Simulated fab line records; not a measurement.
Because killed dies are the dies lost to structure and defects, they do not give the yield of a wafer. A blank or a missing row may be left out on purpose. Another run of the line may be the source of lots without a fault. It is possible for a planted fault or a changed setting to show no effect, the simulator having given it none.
Comparing a struck lot with a sound one | flow nand-harc | 40 out of 1302 route steps
Sound: these wafers, L832.2, L832.3, L832.6. Struck: wafers L824.4, L824.5, L824.6. The cause is named last.
Each step with rows lists, per side, the tool, then ch with its chambers, then its first start. Under that, the readings that differ: sound wafers | struck wafers | difference of the means | sigmas: that difference in standard deviations of wafers without a fault.
alike: readings with means less than 2 such deviations apart, plus words and numbers identical on both sides. not compared: withheld readings, readings lacking a value on some wafer, bounds such as >300 that could conceal the same value, and numbers that have no deviation in the record and whose values overlap.
Wherever a step has rows on one side only, a row that says differs or no value, or a row with sigmas, the two part there. Non-overlapping numbers with no deviation appear without sigmas and do not part them. Lack of a reading on every wafer of one side parts them only where that side has two or more wafers.

first, 1 step without rows for these wafers: NHARC_P_M1_PRE_CLEAN_30 (time 30 s).
NHARC_P_M1_PVD_20: deposits TaN, target thk 5 nm, time 8.06 s.
  sound on pvd-sputter-01; struck on pvd-sputter-01
  alike: throttle-valve-pct
then, 2 steps without rows for these wafers: NHARC_P_M1_PVD_21 (deposits Cu, target thk 30 nm, time 20.49 s); NHARC_P_M1_ECD_22 (material Cu, target thk 400 nm).
NHARC_P_M1_ANNEAL_31: time 90 s.
  sound on rtp-anneal-02 ch 0, day 14 21:29; struck on rtp-anneal-02 ch 0, day 11 15:48
  alike: wafer_temp_C_max
then, 1 step without rows for these wafers: NHARC_P_M1_CMP_23 (polishes, t overpolish 20 s, target thk 157.82 nm).
NHARC_P_M1_THK_MEAS_24: measures by xrf.
  sound on film-metro-02, day 14 22:05; struck on film-metro-02, day 11 16:18
  alike: thk-nm
following that, these wafers have no rows for 1 step: NHARC_P_M1_SRD_25.
NHARC_P_M1_INSPECT_27:
  sound on defect-inspect-02, day 14 22:15; struck on defect-inspect-02, day 11 16:28
  alike: raw-defect-count
then, 2 steps without rows for these wafers: NHARC_P_M1_PRE_CLEAN_32 (time 12 s); NHARC_P_M1_DEP_33 (deposits SiCN, target thk 30 nm).
NHARC_P_M2_DEP_00: deposits SiOC, target thk 182.5 nm.
  sound on pecvd-03 ch 0,1,2, day 14 22:47; struck on pecvd-02 ch 0,1,2, day 11 17:09
then, 9 steps without rows for these wafers: NHARC_P_M2_DEHYDRATE_01 (time 120 s); NHARC_P_M2_HMDS_02 (time 30 s); NHARC_P_M2_COAT_34 (time 65 s); NHARC_P_M2_COAT_03 (resist thk 90 nm); NHARC_P_M2_SOFTBAKE_04 (time 55 s); NHARC_P_M2_EBR_05; NHARC_P_M2_EXPOSE_06 (exposes mask P M2, target cd 170 nm); NHARC_P_M2_PEB_07 (peb time 65 s); NHARC_P_M2_DEVELOP_08 (develop time 35 s).
NHARC_P_M2_CD_MEAS_09 targets a cd of 170 nm.
  sound on cd-sem-02 ch 0, day 14 23:37; struck on cd-sem-03 ch 0, day 11 17:51
  alike: cd-nm
NHARC_P_M2_OVL_MEAS_10: pitch 340 nm.
  sound on overlay-02, day 14 23:42; struck on overlay-01, day 11 17:56
  reading           | sound       | struck         | difference | sigmas
  overlay-y-nm (nm) | 1.9 1.3 1.2 | -0.6 -0.8 -1.1 | -2.3       | -3
  alike: overlay-x-nm
NHARC_P_M2_INSPECT_11:
  sound on defect-inspect-02, day 14 23:44; struck on defect-inspect-02, day 11 17:58
  alike: raw-defect-count
then, 1 step without rows for these wafers: NHARC_P_M2_DESCUM_14 (chemistry O2, time 3 s).
NHARC_P_M2_ETCH_35: etches the open film in N2/H2, target depth 40 nm, overetch 12 nm, time 43.94 s.
  sound on rie-diel-13 ch 0,1, day 14 23:53; struck on rie-diel-06 ch 1,2,3, day 11 18:08
  alike: bias-w, drypump-motor-current-A, oes-product-au, rf-vpp-V, showerhead-plenum-p-Torr, throttle-valve-pct
  not compared: rf-hours-counter-h
then, 1 step without rows for these wafers: NHARC_P_M2_ETCH_15 (etches the open film in C4F8/Ar, target depth 182.5 nm, time 91.2 s).
NHARC_P_M2_CD_MEAS_16:
  sound on cd-sem-01, day 15 00:07; struck on cd-sem-03, day 11 18:20
  alike: cd-nm
NHARC_P_M2_STRIP_18: strips in N2/H2.
  sound on rie-diel-06 ch 2,3, day 15 00:11; struck on rie-diel-05 ch 2,3, day 11 18:25
  alike: drypump-motor-current-A, oes-product-au, rf-vpp-V, showerhead-plenum-p-Torr, throttle-valve-pct
  not compared: rf-hours-counter-h
then, 2 steps without rows for these wafers: NHARC_P_M2_ETCH_28 (etches the open film in CF4/N2, target depth 30 nm, time 72.99 s); NHARC_P_M2_STRIP_19 (strips in post etch residue remover, time 600 s).
NHARC_P_M2_DEGAS_29: time 60 s.
  sound on pvd-sputter-02, day 15 00:50; struck on pvd-sputter-01, day 11 19:04
  alike: heater-power-w
then, 7 steps without rows for these wafers: NHARC_P_M2_PRE_CLEAN_30 (time 30 s); NHARC_P_M2_PVD_20 (deposits TaN, target thk 5 nm, time 8.06 s); NHARC_P_M2_PVD_21 (deposits Cu, target thk 30 nm, time 20.49 s); NHARC_P_M2_ECD_22 (material Cu, target thk 400 nm); NHARC_P_M2_ANNEAL_31 (time 90 s); NHARC_P_M2_CMP_23 (polishes, t overpolish 20 s, target thk 144.3 nm); NHARC_P_M2_SRD_25.
-- break in the record here, with 19 days between the starts of the struck wafers on either side (left off in module P_M2, picked up again in module END, where the first step shown is number 1302 on the route) --
NHARC_END_SORT_01:
  only the struck wafers appear in the record here, on prober-02 ch 0 at day 30 14:28; the sound ones have no rows

WHERE THEY PART
At NHARC_P_M2_OVL_MEAS_10 first; at NHARC_END_SORT_01 last (within this record only).

WHY: the cause the simulator had injected
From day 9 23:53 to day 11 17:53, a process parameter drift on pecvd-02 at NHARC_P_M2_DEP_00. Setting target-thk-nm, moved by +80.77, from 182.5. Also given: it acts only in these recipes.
